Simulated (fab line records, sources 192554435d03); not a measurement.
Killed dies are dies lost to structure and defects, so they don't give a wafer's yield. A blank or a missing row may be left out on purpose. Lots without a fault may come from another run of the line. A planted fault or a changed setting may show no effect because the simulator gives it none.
A struck lot beside a sound one | flow n5_finfet | 24 steps out of a route of 1938
Sound: wafers L926.2, L926.4, L926.5. Struck: wafer L941.5. (L941.1, L941.3 of the same lot were not struck and are left out.) The cause comes at the end.
At each step with rows: each side's tool, then ch and its chambers, then its first start. Under that, the readings that differ: sound wafers | struck wafers | difference of the means | sigmas: that difference in standard deviations of wafers without a fault.
alike: readings whose means differ by less than 2 such deviations, and words and numbers that are the same on both sides. not compared: withheld readings, readings that some wafer has no value for, bounds like >300 that may hide the same value, and numbers for which the record gives no deviation and whose values overlap.
The two part at a step that has a row with sigmas, a row that says differs or no value, or rows on one side only. Numbers that don't overlap but have no deviation are shown without sigmas and don't part them. A reading that every wafer of one side lacks parts them only if that side has two wafers or more.

first, 11 steps without rows for these wafers: N5_WELL_APT_OXIDE_STRIP_42 (strips SiO2 in dHF, time 45 s, target depth 12 nm); N5_WELL_APT_PRECLEAN_36 (cleans in O3/DIW, time 45 s); N5_WELL_APT_PRECLEAN_39 (cleans in dHF, time 60 s); N5_WELL_APT_SRD_37 (time 30 s); N5_WELL_APT_EPI_41 (deposits Si from SiH4/H2, target thk 50 nm, time 297.7 s); N5_PMOS_HMC_CHANNEL_EPI_HM_DEP_34 (deposits SiO2 from TEOS/O2, target thk 36 nm, time 6.9 s); N5_PMOS_HMC_CHANNEL_EPI_COAT_31 (time 60 s, resist thk 66 nm); N5_PMOS_HMC_CHANNEL_EPI_COAT_03 (resist thk 205 nm); N5_PMOS_HMC_CHANNEL_EPI_EBR_05; N5_PMOS_HMC_CHANNEL_EPI_SOFTBAKE_04 (time 60 s); N5_PMOS_HMC_CHANNEL_EPI_EXPOSE_06 (exposes mask PMOS HMC BLK, target cd 240 nm).
N5_PMOS_HMC_CHANNEL_EPI_PEB_07: peb time 60 s.
  sound on litho_track-02 ch 0, day 2 05:08; struck on litho_track-02 ch 0, day 5 23:04
  reading                  | sound             | struck | difference | sigmas
  heater_power_total_W (W) | 177.2 173.2 173.4 | 203.7  | +29.1      | +18
  alike: exhaust_pa
then, 1 step without rows for these wafers: N5_PMOS_HMC_CHANNEL_EPI_DEVELOP_08 (develop time 30 s).
N5_PMOS_HMC_CHANNEL_EPI_CD_MEAS_09: target cd 237.4 nm.
  sound on cd_sem-03 ch 0, day 2 05:11; struck on cd_sem-02 ch 0, day 5 23:07
  reading    | sound             | struck | difference | sigmas
  cd_nm (nm) | 235.5 235.9 235.7 | 227.1  | -8.6       | -9
N5_PMOS_HMC_CHANNEL_EPI_DESCUM_14: chemistry O2, time 7.9 s.
  sound on rie_diel-04 ch 0,2,3, day 2 05:17; struck on rie_diel-04 ch 3, day 5 23:13
  reading                               | sound             | struck | difference | sigmas
  model.PMOS_HMC_CHANNEL_EPI.cd_nm (nm) | 235.3 235.7 235.5 | 227.1  | -8.4       |
  alike: drypump_motor_current_A, oes_product_au, rf_vpp_V, showerhead_plenum_p_Torr, throttle_valve_pct
  not compared: rf_hours_counter_h
then, 5 steps without rows for these wafers: N5_PMOS_HMC_CHANNEL_EPI_ETCH_32 (etches BARC in N2/H2, stops on SiO2, target depth 85.8 nm, time 50.3 s); N5_PMOS_HMC_CHANNEL_EPI_HM_OPEN_15 (chemistry CHF3/O2, target SiO2, target depth 40.6 nm, time 20.3 s); N5_PMOS_HMC_CHANNEL_EPI_STRIP_33 (strips in N2/H2); N5_PMOS_HMC_CHANNEL_EPI_STRIP_17 (strips in SPM, time 750 s); N5_PMOS_HMC_CHANNEL_EPI_ETCH_38 (etches SiO2 in CF4, target depth 1.5 nm).
N5_PMOS_HMC_CHANNEL_EPI_FIN_RECESS_16: chemistry HBr/Cl2, target Si, target depth 54 nm, time 18 s.
  sound on rie_si-04 ch 1,3, day 2 05:44; struck on rie_si-06 ch 1, day 5 23:40
  reading                               | sound         | struck | difference | sigmas
  model.PMOS_HMC_CHANNEL_EPI.cd_nm (nm) | 238 238 238.3 | 231.2  | -6.9       |
  alike: drypump_motor_current_A, oes_product_au, throttle_valve_pct
  not compared: rf_hours_counter_h
then, 1 step without rows for these wafers: N5_PMOS_HMC_CHANNEL_EPI_PRECLEAN_36 (cleans in O3/DIW, time 45 s).
-- the record jumps here: 6 days lie between the struck wafers' starts before and after (it left off in module PMOS_HMC_CHANNEL_EPI and takes up again in module BEOL_M4, whose first step shown is number 1111 of the route) --
N5_BEOL_M4_RC_MEAS_101:
  sound on prober-01 ch 0, day 9 06:07; struck on prober-01 ch 0, day 12 05:49
  alike: DIBL_N, DIBL_P, IOFF_N, IOFF_P, ION_N, ION_P, SS_N, SS_P, VT_N, VT_P
then, 1 step without rows for these wafers: N5_PASSIVATION_PROBE_49.

WHERE THEY PART
First at N5_PMOS_HMC_CHANNEL_EPI_PEB_07; last, within this record, at N5_PMOS_HMC_CHANNEL_EPI_CD_MEAS_09. Later steps at which nothing parts them and some readings are alike: N5_PMOS_HMC_CHANNEL_EPI_DESCUM_14, N5_PMOS_HMC_CHANNEL_EPI_FIN_RECESS_16, N5_BEOL_M4_RC_MEAS_101.

WHY: what the simulator had put in
Process parameter drift: litho_track-02, from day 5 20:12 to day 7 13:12, at N5_PMOS_HMC_CHANNEL_EPI_PEB_07. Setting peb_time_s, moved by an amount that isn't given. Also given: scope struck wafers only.
